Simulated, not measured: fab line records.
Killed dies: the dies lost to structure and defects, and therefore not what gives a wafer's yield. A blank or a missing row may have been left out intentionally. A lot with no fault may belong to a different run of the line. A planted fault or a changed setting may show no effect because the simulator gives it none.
fab line records ; flow n5_finfet
[record] lots = 7; wafers = 39
route steps=1938 shown WELL_APT@39 FIN_SAQP@94 FIN_CUT@176 DUMMY_GATE@237 MOL_CONTACT_COAG@535
start_h: the number of hours between the record's first day and the start of the first shown wafer of the lot ; wait_h: hours elapsed since this lot's preceding step ; " same as the row above ; L1.1+2: a row that stands for several wafers ; - no value, or no start was given ; * or withheld: withheld ; < > ~ a bound
route shown NAME@n: a module of which the file shows steps, and the number in the route of the first ; usual: average and standard deviation across the fault-free wafers ; same: alike in all rows ; chamber/n: place in a boat ; sites: readings site by site ; _std_site: the values' standard deviation ; _edge_site: the outer-site mean with the inner-site mean subtracted ; radius_mm: for every site, how far away it sits from the centre of the wafer ; mask NAME#n: copy n ; behind: the most recent tool/chamber to have shaped the wafer ; hold: what put the lot on hold/how long, in hours/how the hold closed ; device: the transistor (n, p or np) that didn't switch ; end of line: tests of these same wafers at the route's end ; where a step has no rows: the recipe by itself ; killed: dies lost to structure and defects at the first sort, not the wafer's yield ; map: dies across one wafer; x = killed, . = not, _ = none there
set.NAME: setting as actually run; set.NAME@STEP: the setting as run at that earlier step ; model.NAME: the simulator's own value behind a step, which no gauge read
lots run with intentionally changed settings; tables by step, rows by wafer
[[steps]]
[step N5_WELL_APT_EXPOSE_22]
[recipe] mask_id = PWELL; na = 0.8; source_shape = conventional; sigma_outer = 0.8; polarization = unpolarized; defocus_nm = 0; target_cd_nm = 200; dose_mj = 23.2
lot.wafer;tool;chamber;start_h;wait_h;mask;set.dose_mj
L075.1+2+4;krf_scanner-02;0;20.81;-;PWELL#0;24.16
L075.3+5+6;krf_scanner-02;0;20.81;-;PWELL#0;23.2
L076.1+3+5;krf_scanner-01;0;26.91;-;PWELL#0;22.58
L076.2+4+6;krf_scanner-01;0;26.91;-;PWELL#0;23.2
L082.1+2+3;krf_scanner-02;0;63.02;-;PWELL#0;23.2
L082.4+5+6;krf_scanner-02;0;63.02;-;PWELL#0;24.58
L084.2+5+6;krf_scanner-01;0;74.96;-;PWELL#0;23.2
L085.1+3+5;krf_scanner-02;0;80.63;-;PWELL#0;24.39
L085.2+4+6;krf_scanner-02;0;80.63;-;PWELL#0;23.2
L090.1+2+4;krf_scanner-01;0;110.66;-;PWELL#0;21.53
L090.3+5+6;krf_scanner-01;0;110.66;-;PWELL#0;23.2
L097.1+2+6;krf_scanner-02;0;156.87;-;PWELL#0;23.2
L097.3+4+5;krf_scanner-02;0;156.87;-;PWELL#0;24.71
[step N5_WELL_APT_PEB_23]
[recipe] peb_temp_c = 130; peb_time_s = 90
[step N5_WELL_APT_DEVELOP_24]
[recipe] develop_time_s = 45; rinse_liquid = surfactant_rinse; dry = air_spin; dev_temp_c = 21
[step N5_WELL_APT_HARDBAKE_29]
[recipe] temp_c = 130; time_s = 120
[step N5_WELL_APT_CD_MEAS_25]
[recipe] target_cd_nm = 200; landing_energy_ev = 500; detector = se_inlens
[usual] cd_nm = 200.6/1.4
lot.wafer;tool;chamber;start_h;wait_h;set.dose_mj@WELL_APT_EXPOSE_22;cd_nm
L075.1;cd_sem-02;0;20.98;-;24.16;210.0
L075.2;cd_sem-02;0;20.98;-;24.16;206.4
L075.3;cd_sem-02;0;20.98;-;23.2;202.1
L075.4;cd_sem-02;0;20.98;-;24.16;211.1
L075.5;cd_sem-02;0;20.98;-;23.2;201.4
L075.6;cd_sem-02;0;20.98;-;23.2;201.6
L076.1;cd_sem-02;0;27.09;-;22.58;196.9
L076.2;cd_sem-02;0;27.09;-;23.2;201.5
L076.3;cd_sem-02;0;27.09;-;22.58;196.3
L076.4;cd_sem-02;0;27.09;-;23.2;201.0
L076.5;cd_sem-02;0;27.09;-;22.58;197.0
L076.6;cd_sem-02;0;27.09;-;23.2;199.6
L082.1;cd_sem-02;0;63.19;-;23.2;199.8
L082.2;cd_sem-02;0;63.19;-;23.2;201.7
L082.3;cd_sem-02;0;63.19;-;23.2;201.0
L082.4;cd_sem-02;0;63.19;-;24.58;212.1
L082.5;cd_sem-02;0;63.19;-;24.58;211.8
L082.6;cd_sem-02;0;63.19;-;24.58;210.4
L084.2;cd_sem-03;0;75.12;-;23.2;200.2
L084.5;cd_sem-03;0;75.12;-;23.2;200.7
L084.6;cd_sem-03;0;75.12;-;23.2;200.0
L085.1;cd_sem-01;0;80.80;-;24.39;214.0
L085.2;cd_sem-01;0;80.80;-;23.2;201.4
L085.3;cd_sem-01;0;80.80;-;24.39;211.7
L085.4;cd_sem-01;0;80.80;-;23.2;200.9
L085.5;cd_sem-01;0;80.80;-;24.39;211.7
L085.6;cd_sem-01;0;80.80;-;23.2;202.0
L090.1;cd_sem-01;0;110.83;-;21.53;184.7
L090.2;cd_sem-01;0;110.83;-;21.53;185.9
L090.3;cd_sem-01;0;110.83;-;23.2;200.0
L090.4;cd_sem-01;0;110.83;-;21.53;185.2
L090.5;cd_sem-01;0;110.83;-;23.2;199.7
L090.6;cd_sem-01;0;110.83;-;23.2;201.5
L097.1;cd_sem-01;0;157.05;-;23.2;200.9
L097.2;cd_sem-01;0;157.05;-;23.2;200.5
L097.3;cd_sem-01;0;157.05;-;24.71;211.3
L097.4;cd_sem-01;0;157.05;-;24.71;211.9
L097.5;cd_sem-01;0;157.05;-;24.71;214.9
L097.6;cd_sem-01;0;157.05;-;23.2;201.1
[step N5_WELL_APT_DESCUM_30]
[recipe] chemistry = O2; time_s = 7.9; source_power_w = 50; bias_power_w = 20; pressure_mtorr = 20; rf_frequency_hz = 2.712e+07; temp_c = 40; o2_flow_sccm = 225
lot.wafer;tool;chamber;start_h;wait_h;set.dose_mj@WELL_APT_EXPOSE_22;model.WELL_APT.cd_nm
L075.1;rie_diel-03;2;21.07;0.0;24.16;210.1
L075.2;rie_diel-03;0;21.07;0.0;24.16;206.4
L075.3;rie_diel-03;3;21.07;0.0;23.2;202.3
L075.4;rie_diel-03;1;21.07;0.0;24.16;210.9
L075.5;rie_diel-03;1;21.07;0.0;23.2;201.8
L075.6;rie_diel-03;0;21.07;0.0;23.2;201.2
L076.1;rie_diel-01;2;27.17;0.0;22.58;197.1
L076.2;rie_diel-01;1;27.17;0.0;23.2;201.4
L076.3;rie_diel-01;3;27.17;0.0;22.58;196.2
L076.4;rie_diel-01;0;27.17;0.0;23.2;201
L076.5;rie_diel-01;1;27.17;0.0;22.58;197.5
L076.6;rie_diel-01;0;27.17;0.0;23.2;199.4
L082.1;rie_diel-01;2;63.38;0.1;23.2;199.9
L082.2;rie_diel-01;0;63.38;0.1;23.2;201.3
L082.3;rie_diel-01;3;63.38;0.1;23.2;200.7
L082.4;rie_diel-01;2;63.38;0.1;24.58;211.9
L082.5;rie_diel-01;3;63.38;0.1;24.58;211.3
L082.6;rie_diel-01;0;63.38;0.1;24.58;210.2
L084.2;rie_diel-01;2;75.21;0.0;23.2;200.3
L084.5;rie_diel-01;0;75.21;0.0;23.2;200.6
L084.6;rie_diel-01;2;75.21;0.0;23.2;199.9
L085.1;rie_diel-04;3;80.89;0.0;24.39;213.8
L085.2;rie_diel-04;2;80.89;0.0;23.2;201.1
L085.3;rie_diel-04;0;80.89;0.0;24.39;211.8
L085.4;rie_diel-04;1;80.89;0.0;23.2;200.7
L085.5;rie_diel-04;1;80.89;0.0;24.39;211.7
L085.6;rie_diel-04;0;80.89;0.0;23.2;202.2
L090.1;rie_diel-04;3;111.13;0.2;21.53;185
L090.2;rie_diel-04;0;111.13;0.2;21.53;186.4
L090.3;rie_diel-04;2;111.13;0.2;23.2;200.1
L090.4;rie_diel-04;3;111.13;0.2;21.53;185.3
L090.5;rie_diel-04;0;111.13;0.2;23.2;199.8
L090.6;rie_diel-04;2;111.13;0.2;23.2;201.1
L097.1;rie_diel-01;2;157.22;0.1;23.2;200.8
L097.2;rie_diel-01;1;157.22;0.1;23.2;200.5
L097.3;rie_diel-01;0;157.22;0.1;24.71;211.3
L097.4;rie_diel-01;3;157.22;0.1;24.71;212.1
L097.5;rie_diel-01;3;157.22;0.1;24.71;214.9
L097.6;rie_diel-01;0;157.22;0.1;23.2;200.7
[step N5_FIN_SAQP_ALD_61]
[recipe] material = SiO2; target_thk_a = 40; temp_c = 300; ald_precursor_family = BDEAS; ald_co_reactant = O2-plasma; pulse_time_s = 1; purge_time_s = 2; co_reactant_purge_time_s = 2; ald_cycles = 43; pressure_torr = 2
lot.wafer;tool;chamber;start_h;wait_h;set.temp_c;model.SiO2_of_FIN_SAQP_ALD_61.thk_nm
L075.1;ald_sin-02;0;26.58;0.0;300;4.009
L075.2;ald_sin-02;1;26.58;0.0;300;4.01
L075.3;ald_sin-02;3;26.58;0.0;300;3.995
L075.4;ald_sin-02;2;26.58;0.0;294.9;4.066
L075.5;ald_sin-02;1;26.58;0.0;294.9;4.06
L075.6;ald_sin-02;0;26.58;0.0;294.9;4.074
L076.1;ald_sin-01;1;32.26;0.0;300;4.003
L076.2;ald_sin-01;0;32.26;0.0;300;4.017
L076.3;ald_sin-01;2;32.26;0.0;300;4.034
L076.4;ald_sin-01;3;32.26;0.0;300;4.012
L076.5+6;ald_sin-01;3,0;32.26;0.0;300;3.998
L082.1+3;ald_sin-01;0,3;68.83;0.0;300;3.991
L082.2;ald_sin-01;1;68.83;0.0;300;3.978
L082.4;ald_sin-01;2;68.83;0.0;300;4.009
L082.5;ald_sin-01;1;68.83;0.0;300;3.997
L082.6;ald_sin-01;0;68.83;0.0;300;3.971
L084.2;ald_sin-01;0;80.70;0.0;300;3.998
L084.5;ald_sin-01;2;80.70;0.0;300;4.002
L084.6;ald_sin-01;3;80.70;0.0;300;3.974
L085.1;ald_sin-01;0;86.86;0.0;300;3.994
L085.2;ald_sin-01;3;86.86;0.0;300;4.011
L085.3;ald_sin-01;2;86.86;0.0;300;4.039
L085.4;ald_sin-01;1;86.86;0.0;300;4.019
L085.5;ald_sin-01;1;86.86;0.0;300;4.017
L085.6;ald_sin-01;2;86.86;0.0;300;4.015
L090.1;ald_sin-04;3;117.31;0.1;300;4.007
L090.2;ald_sin-04;1;117.31;0.1;287;4.187
L090.3;ald_sin-04;2;117.31;0.1;300;4.026
L090.4;ald_sin-04;0;117.31;0.1;287;4.168
L090.5;ald_sin-04;2;117.31;0.1;300;4.011
L090.6;ald_sin-04;3;117.31;0.1;287;4.2
L097.1;ald_sin-02;0;162.52;0.1;300;3.983
L097.2;ald_sin-02;1;162.52;0.1;312.7;3.917
L097.3;ald_sin-02;2;162.52;0.1;312.7;3.92
L097.4;ald_sin-02;3;162.52;0.1;312.7;3.941
L097.5;ald_sin-02;3;162.52;0.1;300;3.994
L097.6;ald_sin-02;2;162.52;0.1;300;3.969
[step N5_FIN_CUT_CUT_ETCH_15]
[recipe] chemistry = HBr/Cl2/O2; target = Si; target_depth_a = 1000; bt_time_s = 10; mask_material = SOC; time_s = 42.4; ion_energy_ev = *; bias_w = *; pressure_mtorr = 10; icp_w = 800; HBr_flow_sccm = 150; Cl2_flow_sccm = 80; O2_flow_sccm = 12
lot.wafer;tool;chamber;start_h;wait_h;set.target_depth_a;model.etch.depth_nm;model.FIN_CUT.feature_depth_nm;model.SOC_of_FIN_CUT_COAT_18.thk_nm
L075.1;rie_si-01;2;33.53;0.1;1000;100.8;100.8;170.2
L075.2;rie_si-01;3;33.53;0.1;1000;100.4;100.4;170.2
L075.3;rie_si-01;0;33.53;0.1;1063;106.1;106.2;169
L075.4;rie_si-01;1;33.53;0.1;1063;106.2;106.2;168
L075.5;rie_si-01;2;33.53;0.1;1063;107.7;107.6;167.4
L075.6;rie_si-01;1;33.53;0.1;1000;100.5;100.4;170
L076.1;rie_si-06;3;39.69;0.1;880.1;87.01;87;174
L076.2;rie_si-06;1;39.69;0.1;1000;99.5;99.6;169
L076.3;rie_si-06;0;39.69;0.1;1000;98.77;98.8;169.6
L076.4;rie_si-06;2;39.69;0.1;1000;96.99;97;169.8
L076.5;rie_si-06;1;39.69;0.1;880.1;87.19;87.2;174.4
L076.6;rie_si-06;2;39.69;0.1;880.1;86.27;86.2;174.4
L082.1;rie_si-02;3;75.95;0.1;1000;99.57;99.6;171
L082.2;rie_si-02;1;75.95;0.1;1080;106.2;106.2;168.4
L082.3;rie_si-02;2;75.95;0.1;1080;106.6;106.6;168.4
L082.4;rie_si-02;0;75.95;0.1;1000;98.37;98.4;171.4
L082.5;rie_si-02;3;75.95;0.1;1080;106.7;106.6;168.4
L082.6;rie_si-02;0;75.95;0.1;1000;97.96;98;171
L084.2;rie_si-02;3;88.68;0.1;1000;99.22;99.2;170.2
L084.5;rie_si-02;1;88.68;0.1;1000;99.03;99;171.4
L084.6;rie_si-02;0;88.68;0.1;1000;98.02;98;171.6
L085.1;rie_si-01;1;94.32;0.1;1000;99.4;99.4;170
L085.2;rie_si-01;3;94.32;0.1;1000;101.3;101.2;170.8
L085.3;rie_si-01;0;94.32;0.1;1000;100.4;100.4;170.4
L085.4;rie_si-01;1;94.32;0.1;1000;99.49;99.4;170.8
L085.5;rie_si-01;0;94.32;0.1;1000;99.76;99.8;170.8
L085.6;rie_si-01;3;94.32;0.1;1000;101.5;101.4;169.8
L090.1;rie_si-01;1;124.00;0.1;894.9;88.87;88.8;176
L090.2;rie_si-01;3;124.00;0.1;1000;102;102;170
L090.3;rie_si-01;2;124.00;0.1;894.9;89.31;89.4;173.8
L090.4;rie_si-01;1;124.00;0.1;894.9;88.55;88.6;175.6
L090.5;rie_si-01;3;124.00;0.1;1000;101.2;101.2;169.6
L090.6;rie_si-01;2;124.00;0.1;1000;100;100;171.6
L097.1;rie_si-01;1;169.00;0.1;1053;104.7;104.8;167.6
L097.2;rie_si-01;2;169.00;0.1;1053;106;106;167.2
L097.3;rie_si-01;0;169.00;0.1;1000;99.22;99.2;170.4
L097.4;rie_si-01;3;169.00;0.1;1053;108;108;166.2
L097.5;rie_si-01;1;169.00;0.1;1000;99.98;100;168.6
L097.6;rie_si-01;0;169.00;0.1;1000;100;100;169.8
[step N5_DUMMY_GATE_ETCH_37]
[recipe] chemistry = N2/H2; target = SOC; target_depth_a = 600; overetch_a = 300; temp_c = 40; ion_energy_ev = 200; pressure_mtorr = 30; source_w = 840; bias_w = 150; n2_flow_sccm = 200; h2_flow_sccm = 200
[usual] rf_vpp_V = 524.6/2.3
lot.wafer;tool;chamber;start_h;wait_h;set.source_w;rf_vpp_V;model.SiARC_of_DUMMY_GATE_COAT_35.thk_nm
L075.1;rie_diel-02;0;51.80;0.0;840;524.9;5
L075.2;rie_diel-02;2;51.80;0.0;840;527.1;4.8
L075.3;rie_diel-02;2;51.80;0.0;840;525.3;4.8
L075.4;rie_diel-02;0;51.80;0.0;840;525.7;5
L075.5;rie_diel-02;2;51.80;0.0;840;525.1;4.8
L075.6;rie_diel-02;0;51.80;0.0;840;523.9;5
L076.1;rie_diel-05;3;60.33;0.0;999.9;498.2;4.6
L076.2;rie_diel-05;0;60.33;0.0;840;527.8;5
L076.3;rie_diel-05;1;60.33;0.0;840;523.9;5
L076.4;rie_diel-05;1;60.33;0.0;999.9;495.6;4.6
L076.5;rie_diel-05;3;60.33;0.0;840;527.6;5.2
L076.6;rie_diel-05;0;60.33;0.0;999.9;496.0;4.6
L082.1;rie_diel-05;3;96.22;0.0;840;526.7;5
L082.2;rie_diel-05;0;96.22;0.0;895.6;515.0;5
L082.3;rie_diel-05;2;96.22;0.0;840;522.7;5
L082.4;rie_diel-05;1;96.22;0.0;895.6;514.4;4.8
L082.5;rie_diel-05;0;96.22;0.0;895.6;515.3;5
L082.6;rie_diel-05;1;96.22;0.0;840;524.0;5.2
L084.2;rie_diel-05;2;108.77;0.0;840;522.4;5
L084.5;rie_diel-05;0;108.77;0.0;840;526.5;5.2
L084.6;rie_diel-05;1;108.77;0.0;840;524.9;5.2
L085.1;rie_diel-05;0;122.33;0.0;840;525.8;5
L085.2;rie_diel-05;2;122.33;0.0;840;522.6;5
L085.3;rie_diel-05;1;122.33;0.0;840;523.9;5
L085.4;rie_diel-05;3;122.33;0.0;699.9;560.7;5.6
L085.5;rie_diel-05;1;122.33;0.0;699.9;557.2;5.6
L085.6;rie_diel-05;0;122.33;0.0;699.9;559.9;5.4
L090.1;rie_diel-02;1;143.71;0.0;840;528.0;5
L090.2;rie_diel-02;0;143.71;0.0;840;525.9;5
L090.3;rie_diel-02;2;143.71;0.0;774.5;539.8;5
L090.4;rie_diel-02;3;143.71;0.0;774.5;537.8;5
L090.5;rie_diel-02;3;143.71;0.0;774.5;536.9;5
L090.6;rie_diel-02;2;143.71;0.0;840;525.6;4.8
L097.1;rie_diel-06;3;186.84;0.0;840;520.5;5
L097.2;rie_diel-06;0;186.84;0.0;840;523.9;5
L097.3;rie_diel-06;2;186.84;0.0;840;522.8;5
L097.4;rie_diel-06;1;186.84;0.0;840;522.5;5
L097.5;rie_diel-06;3;186.84;0.0;840;519.8;5
L097.6;rie_diel-06;0;186.84;0.0;840;523.9;5
[step N5_DUMMY_GATE_ETCH_31]
[recipe] chemistry = C4F6/O2; target = SiO2; mask_material = SOC; target_depth_a = 825; time_s = 27.5; ion_energy_ev = 250; pressure_mtorr = 30; source_w = 345; bias_w = 185; Ar_flow_sccm = 300; C4F6_flow_sccm = 10; O2_flow_sccm = 10
lot.wafer;tool;chamber;start_h;wait_h;set.target_depth_a;model.etch.depth_nm;model.SOC_of_DUMMY_GATE_COAT_34.thk_nm
L075.1;rie_diel-05;1;52.11;0.0;825;81.98;51.6
L075.2;rie_diel-05;2;52.11;0.0;724.2;70.15;52.8
L075.3;rie_diel-05;3;52.11;0.0;724.2;70.45;52.6
L075.4;rie_diel-05;1;52.11;0.0;724.2;71.5;52.8
L075.5;rie_diel-05;2;52.11;0.0;825;79.67;52
L075.6;rie_diel-05;3;52.11;0.0;825;81.22;51.4
L076.1;rie_diel-05;0;60.68;0.0;737.6;72.53;52.6
L076.2;rie_diel-05;3;60.68;0.0;825;81.37;51.8
L076.3;rie_diel-05;1;60.68;0.0;825;82.11;51.8
L076.4;rie_diel-05;0;60.68;0.0;737.6;71.65;53
L076.5;rie_diel-05;3;60.68;0.0;737.6;71.8;52.8
L076.6;rie_diel-05;1;60.68;0.0;825;81.85;51.8
L082.1;rie_diel-05;1;96.49;0.0;825;81.87;51.8
L082.2;rie_diel-05;3;96.49;0.0;825;81.33;51.8
L082.3;rie_diel-05;0;96.49;0.0;825;80.46;51.8
L082.4;rie_diel-05;2;96.49;0.0;825;82.64;52
L082.5;rie_diel-05;1;96.49;0.0;825;81.35;52
L082.6;rie_diel-05;0;96.49;0.0;825;81.38;51.8
L084.2;rie_diel-06;2;109.05;0.0;825;81.87;52
L084.5;rie_diel-06;0;109.05;0.0;825;81.78;52.2
L084.6;rie_diel-06;1;109.05;0.0;825;83.09;52
L085.1;rie_diel-05;3;122.62;0.1;825;82.49;51.8
L085.2;rie_diel-05;2;122.62;0.1;759.1;76.95;52.4
L085.3;rie_diel-05;0;122.62;0.1;825;82.31;51.6
L085.4;rie_diel-05;1;122.62;0.1;825;83.28;51.6
L085.5;rie_diel-05;0;122.62;0.1;759.1;75.46;52.4
L085.6;rie_diel-05;1;122.62;0.1;759.1;76.42;52.4
L090.1;rie_diel-05;3;143.99;0.0;825;81.65;52.2
L090.2;rie_diel-05;2;143.99;0.0;825;82.16;52
L090.3;rie_diel-05;1;143.99;0.0;858.4;86.36;51.8
L090.4;rie_diel-05;2;143.99;0.0;858.4;86.84;51.4
L090.5;rie_diel-05;1;143.99;0.0;825;82.3;52
L090.6;rie_diel-05;3;143.99;0.0;858.4;84.2;51.6
L097.1;rie_diel-02;2;187.12;0.0;781;80.38;52.2
L097.2;rie_diel-02;1;187.12;0.0;825;83.77;51.8
L097.3;rie_diel-02;0;187.12;0.0;781;77.84;52.4
L097.4;rie_diel-02;0;187.12;0.0;781;77.94;52.4
L097.5;rie_diel-02;2;187.12;0.0;825;85.55;51.6
L097.6;rie_diel-02;1;187.12;0.0;825;83.78;51.8
[step N5_MOL_CONTACT_COAG_CONTACT_ETCH_14]
[recipe] chemistry = C4F6/O2; target = SiO2; target_depth_a = 275; overetch_a = 85; mask_material = SOC; pressure_mtorr = 30; source_w = 370; bias_w = 185; Ar_flow_sccm = 300; C4F6_flow_sccm = 16; O2_flow_sccm = 10; time_s = 20; ion_energy_ev = 259.6
[usual] rf_vpp_V = 694/3.9
lot.wafer;tool;chamber;start_h;wait_h;set.source_w;rf_vpp_V
L075.1;rie_diel-04;2;95.13;0.0;393.2;679
L075.2;rie_diel-04;3;95.13;0.0;370;690
L075.3;rie_diel-04;0;95.13;0.0;393.2;683
L075.4;rie_diel-04;2;95.13;0.0;393.2;680
L075.5;rie_diel-04;3;95.13;0.0;370;687
L075.6;rie_diel-04;0;95.13;0.0;370;692
L076.1;rie_diel-01;3;103.46;0.0;320.6;720
L076.2;rie_diel-01;2;103.46;0.0;370;700
L076.3;rie_diel-01;0;103.46;0.0;320.6;727
L076.4;rie_diel-01;1;103.46;0.0;370;699
L076.5;rie_diel-01;2;103.46;0.0;370;700
L076.6;rie_diel-01;3;103.46;0.0;320.6;720
L082.1;rie_diel-03;3;136.96;0.0;299.5;741
L082.2;rie_diel-03;0;136.96;0.0;370;691
L082.3;rie_diel-03;2;136.96;0.0;299.5;733
L082.4;rie_diel-03;1;136.96;0.0;370;697
L082.5;rie_diel-03;3;136.96;0.0;299.5;740
L082.6;rie_diel-03;0;136.96;0.0;370;691
L084.2;rie_diel-04;0;148.85;0.0;370;691
L084.5;rie_diel-04;3;148.85;0.0;370;687
L084.6;rie_diel-04;2;148.85;0.0;370;693
L085.1;rie_diel-01;2;162.48;0.0;301.9;744
L085.2;rie_diel-01;0;162.48;0.0;301.9;737
L085.3;rie_diel-01;3;162.48;0.0;370;689
L085.4;rie_diel-01;1;162.48;0.0;301.9;742
L085.5;rie_diel-01;1;162.48;0.0;370;698
L085.6;rie_diel-01;2;162.48;0.0;370;699
L090.1;rie_diel-04;2;185.78;0.0;345.6;708
L090.2;rie_diel-04;0;185.78;0.0;370;690
L090.3;rie_diel-04;1;185.78;0.0;345.6;713
L090.4;rie_diel-04;1;185.78;0.0;370;699
L090.5;rie_diel-04;2;185.78;0.0;370;694
L090.6;rie_diel-04;0;185.78;0.0;345.6;708
L097.1;rie_diel-04;3;246.40;0.0;370;698
L097.2;rie_diel-04;0;246.40;0.0;410.9;672
L097.3;rie_diel-04;2;246.40;0.0;410.9;669
L097.4;rie_diel-04;1;246.40;0.0;370;699
L097.5;rie_diel-04;1;246.40;0.0;370;698
L097.6;rie_diel-04;0;246.40;0.0;410.9;673
[[key]]
[split] step = N5_WELL_APT_EXPOSE_22; setting = dose_mj; stated = 23.2; by = wafer
[response] step = N5_WELL_APT_CD_MEAS_25; reading = cd_nm; change = +1.93; per = 1%; r = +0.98
[response] step = N5_WELL_APT_DESCUM_30; reading = model.WELL_APT.cd_nm; change = +1.92; per = 1%; r = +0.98
[split] step = N5_FIN_SAQP_ALD_61; setting = temp_c; stated = 300; by = wafer
[response] step = N5_FIN_SAQP_ALD_61; reading = model.SiO2_of_FIN_SAQP_ALD_61.thk_nm; change = -0.0273; per = 1%; r = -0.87
[split] step = N5_FIN_CUT_CUT_ETCH_15; setting = target_depth_a; stated = 1000; by = wafer
[response] step = N5_FIN_CUT_CUT_ETCH_15; reading = model.etch.depth_nm; change = +1.04; per = 1%; r = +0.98
[response] step = N5_FIN_CUT_CUT_ETCH_15; reading = model.FIN_CUT.feature_depth_nm; change = +1.04; per = 1%; r = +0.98
[response] step = N5_FIN_CUT_CUT_ETCH_15; reading = model.SOC_of_FIN_CUT_COAT_18.thk_nm; change = -0.403; per = 1%; r = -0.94
[split] step = N5_DUMMY_GATE_ETCH_37; setting = source_w; stated = 840; by = wafer
[response] step = N5_DUMMY_GATE_ETCH_37; reading = rf_vpp_V; change = -1.76; per = 1%; r = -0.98
[response] step = N5_DUMMY_GATE_ETCH_37; reading = model.SiARC_of_DUMMY_GATE_COAT_35.thk_nm; change = -0.0257; per = 1%; r = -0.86
[split] step = N5_DUMMY_GATE_ETCH_31; setting = target_depth_a; stated = 825; by = wafer
[response] step = N5_DUMMY_GATE_ETCH_31; reading = model.etch.depth_nm; change = +0.88; per = 1%; r = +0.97
[response] step = N5_DUMMY_GATE_ETCH_31; reading = model.SOC_of_DUMMY_GATE_COAT_34.thk_nm; change = -0.0934; per = 1%; r = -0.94
[split] step = N5_MOL_CONTACT_COAG_CONTACT_ETCH_14; setting = source_w; stated = 370; by = wafer
[response] step = N5_MOL_CONTACT_COAG_CONTACT_ETCH_14; reading = rf_vpp_V; change = -2.27; per = 1%; r = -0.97
